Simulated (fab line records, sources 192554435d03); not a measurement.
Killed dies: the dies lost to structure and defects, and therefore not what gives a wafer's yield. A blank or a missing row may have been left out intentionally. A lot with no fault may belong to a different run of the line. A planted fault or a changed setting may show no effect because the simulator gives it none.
Matching of chambers / flow n5Finfet / rieDiel-02 running N5_BEOL_M11_DESCUM_33: 4 sister chambers
The step chemistry O2, time 7.9 s. 4 wafers are shown with their chamber, then 12 later ones without.

## WAFERS PAIRED WITH THEIR CHAMBERS
wafer=L086.1; chamber=2; drypumpMotorCurrentA (A)=5.1
wafer=L091.6; chamber=3; drypumpMotorCurrentA (A)=4.9
wafer=L092.2; chamber=0; drypumpMotorCurrentA (A)=6.5
wafer=L092.4; chamber=1; drypumpMotorCurrentA (A)=5.6

## WAFERS MISSING THEIR CHAMBER
wafer=L090.1; drypumpMotorCurrentA (A)=6.5
wafer=L090.3; drypumpMotorCurrentA (A)=5.0
wafer=L090.4; drypumpMotorCurrentA (A)=6.5
wafer=L093.2; drypumpMotorCurrentA (A)=4.9
wafer=L093.5; drypumpMotorCurrentA (A)=5.6
wafer=L093.6; drypumpMotorCurrentA (A)=6.5
wafer=L097.1; drypumpMotorCurrentA (A)=5.1
wafer=L097.2; drypumpMotorCurrentA (A)=5.0
wafer=L097.3; drypumpMotorCurrentA (A)=5.6
wafer=L097.4; drypumpMotorCurrentA (A)=6.5
wafer=L097.5; drypumpMotorCurrentA (A)=5.1
wafer=L097.6; drypumpMotorCurrentA (A)=5.0

## CHAMBER TAKEN BY EACH
wafer=L090.1; from the rows above=0; in truth=0
wafer=L090.3; from the rows above=can't be placed: 2 or 3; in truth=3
wafer=L090.4; from the rows above=0; in truth=0
wafer=L093.2; from the rows above=3; in truth=3
wafer=L093.5; from the rows above=1; in truth=1
wafer=L093.6; from the rows above=0; in truth=0
wafer=L097.1; from the rows above=2; in truth=2
wafer=L097.2; from the rows above=can't be placed: 2 or 3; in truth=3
wafer=L097.3; from the rows above=1; in truth=1
wafer=L097.4; from the rows above=0; in truth=0
wafer=L097.5; from the rows above=2; in truth=2
wafer=L097.6; from the rows above=can't be placed: 2 or 3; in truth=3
9 of 12 placed correctly. Not placeable from these rows: 3 (in 3, the candidates include the true chamber). Placed wrongly: 0.
How it was worked out, from the rows above alone: a wafer's distance from a chamber is the root of the sum, over the readings, of the square of ((its reading less the chamber's mean) divided by the reading's scatter). If the next closest chamber is less than 2 further off than the closest, the wafer can't be placed; otherwise it belongs to the closest. The mean given for a chamber averages the wafers shown for that chamber. The scatter: root of mean squared gap, hidden wafer to nearest shown wafer, with one shown wafer a chamber.
